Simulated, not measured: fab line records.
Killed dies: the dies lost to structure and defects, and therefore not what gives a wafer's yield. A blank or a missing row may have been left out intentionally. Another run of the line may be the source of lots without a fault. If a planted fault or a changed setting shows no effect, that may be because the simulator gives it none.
3 desks looking at one fault ; flow n5_finfet ; every desk sees just its own numbers, and what lay behind them comes last

== THE DEFECT DESK ==
Counts from the inspections along the route, per lot, as means over the sampled wafers that have a number. Marked OUT: a lot whose mean sits more than 4 standard deviations from the usual mean, which makes it out of limits; the brackets give that distance.
Columns: A = raw_defect_count at N5_BEOL_M1_INSPECT_13, usual 409
lot;first seen here;A
L970;day 6 09:08;449
L972;day 6 22:46;273
L975;day 7 14:56;362
L984;day 10 01:43;412
L987;day 10 14:43;398
L992;day 11 21:13;531
This desk's verdict: no lot among the 6 shows anything out of limits.

== THE TOOL OWNER'S DESK: rie_diel-06 ==
The tool's own readings at N5_BEOL_M1_ETCH_64 (etches SOC in N2/H2, target depth 75 nm, overetch 15 nm, time 112.5 s): means of the sampled wafers that have a number, for each lot that ran on this tool. Marked OUT: a lot whose mean sits more than 4 standard deviations from the usual mean, which makes it out of limits; the brackets give that distance.
Columns: A = bias_w at N5_BEOL_M1_ETCH_64, usual 150.0 W; B = drypump_motor_current_A at N5_BEOL_M1_ETCH_64, usual 5.9 A; C = oes_product_au at N5_BEOL_M1_ETCH_64, usual 0.60 a.u.; D = rf_vpp_V at N5_BEOL_M1_ETCH_64, usual 524 V; E = showerhead_plenum_p_Torr at N5_BEOL_M1_ETCH_64, usual 2.56 Torr; F = temp_c at N5_BEOL_M1_ETCH_64, usual 39.98 C; G = throttle_valve_pct at N5_BEOL_M1_ETCH_64, usual 18.00 %
lot;first seen here;A;B;C;D;E;F;G
L975;day 7 15:03;150.2;5.4;0.61;525;2.58;40.00;17.99
L984;day 10 01:49;185.3 (+75) OUT;5.5;0.56;598 (+25) OUT;2.58;39.94;18.18
L987;day 10 14:50;184.4 (+73) OUT;5.6;0.55;600 (+25) OUT;2.58;40.00;18.19
Finding of this desk: L984, L987 out of limits; the first was L984 at day 10 01:49, on bias_w at N5_BEOL_M1_ETCH_64. In limits: L975.

== AT THE METROLOGY DESK ==
Means of the sampled wafers that have a number, per lot and without regard to the tool the lot ran on: this is what the gauges read. Marked OUT: a lot whose mean sits more than 4 standard deviations from the usual mean, which makes it out of limits; the brackets give that distance. 7 of its 12 readings are shown, namely those furthest out on some lot.
Columns: A = M1_OVL at N5_BEOL_M1_OVL_MEAS_12, usual 0.0 nm; B = DIBL_N at N5_BEOL_M4_RC_MEAS_101, usual 35.7 mV/V; C = IOFF_N at N5_BEOL_M4_RC_MEAS_101, usual 0.154 nA/um; D = ION_N at N5_BEOL_M4_RC_MEAS_101, usual 675 uA/um; E = SS_N at N5_BEOL_M4_RC_MEAS_101, usual 71.3 mV/dec; F = VT_N at N5_BEOL_M4_RC_MEAS_101, usual 250 mV; G = VT_P at N5_BEOL_M4_RC_MEAS_101, usual -249 mV
lot;first seen here;A;B;C;D;E;F;G
L970;day 6 09:03;0.6;35.0;0.141;665;71.1;252;-249
L972;day 6 22:40;1.3;35.1;0.126;658;71.6;254;-253
L975;day 7 14:50;-0.2;34.8;0.137;675;70.8;250;-249
L984;day 10 01:37;-1.4;35.0;0.132;671;70.3;251;-252
L987;day 10 14:38;0.1;35.5;0.167;679;70.9;248;-246
L992;day 11 21:08;0.0;37.1;0.163;672;71.5;249;-250
This desk's verdict: no lot among the 6 shows anything out of limits.

== PUT TOGETHER ==
At day 10 01:49, on L984, L987, the tool owner's desk was in a position to raise an alarm.
The defect desk saw nothing out of limits.
Metrology desk: nothing out of limits seen.
The defect desk has L984, L987 on record, within its limits.
The metrology desk holds a record of L984, L987, inside its limits.
All the named lots went through N5_BEOL_M1_ETCH_64 on rie_diel-06.

== WHAT WAS PUT IN BY THE SIMULATOR ==
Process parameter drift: rie_diel-06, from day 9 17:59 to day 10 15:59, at N5_BEOL_M1_ETCH_64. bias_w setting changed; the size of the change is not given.
Shown lots that were struck: L984, L987.
How many hours passed from the start of the fault until each desk's first out-of-limits reading: the tool owner's desk, 8.
